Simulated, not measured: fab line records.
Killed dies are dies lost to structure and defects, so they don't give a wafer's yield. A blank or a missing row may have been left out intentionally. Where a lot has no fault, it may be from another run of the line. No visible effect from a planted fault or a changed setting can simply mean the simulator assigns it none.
Chamber matching    flow n5 finfet    N5_BEOL_M0_SAQP_PECVD_04 on pecvd-02 has 3 sister chambers
The step deposits a-Si from SiH4/He, target thk 60 nm, time 60.2 s. 6 wafers are shown with their chamber, then 9 later ones without.

EACH WAFER AND ITS CHAMBER
wafer   chamber  showerhead plenum p Torr (Torr)  throttle valve pct (%)
L422.3  2        5.64                             17.1
L426.3  0        5.70                             18.1
L426.4  0        5.70                             18.4
L429.1  2        5.65                             17.3
L429.2  1        5.74                             18.2
L429.5  1        5.73                             18.4

WAFERS MISSING THEIR CHAMBER
wafer   showerhead plenum p Torr (Torr)  throttle valve pct (%)
L438.2  5.69                             18.0
L438.4  5.65                             17.1
L438.5  5.66                             17.2
L437.1  5.69                             18.5
L437.3  5.65                             17.5
L437.6  5.72                             18.5
L440.1  5.74                             18.3
L440.4  5.69                             18.3
L440.6  5.74                             18.5

WHICH CHAMBER EACH WENT THROUGH
wafer   from the rows above      in truth
L438.2  0                        0
L438.4  2                        2
L438.5  2                        2
L437.1  0                        0
L437.3  2                        2
L437.6  can't be placed: 1 or 0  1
L440.1  1                        1
L440.4  0                        0
L440.6  1                        1
8 of 9 placed correctly. Can't be placed from these rows: 1 (the true chamber is among the candidates in 1). Placed wrongly: 0.
How it was worked out, from the rows above alone: a wafer's distance from a chamber is the root of the sum, over the readings, of the square of ((its reading less the chamber's mean) divided by the reading's scatter). If the next closest chamber is less than 2 further off than the closest, the wafer can't be placed; otherwise it belongs to the closest. A chamber's mean is the mean of its shown wafers. How the scatter is found: for the shown wafers, subtract from each reading the mean of its chamber, square and add these, divide the total by (wafers less chambers), then take the root.
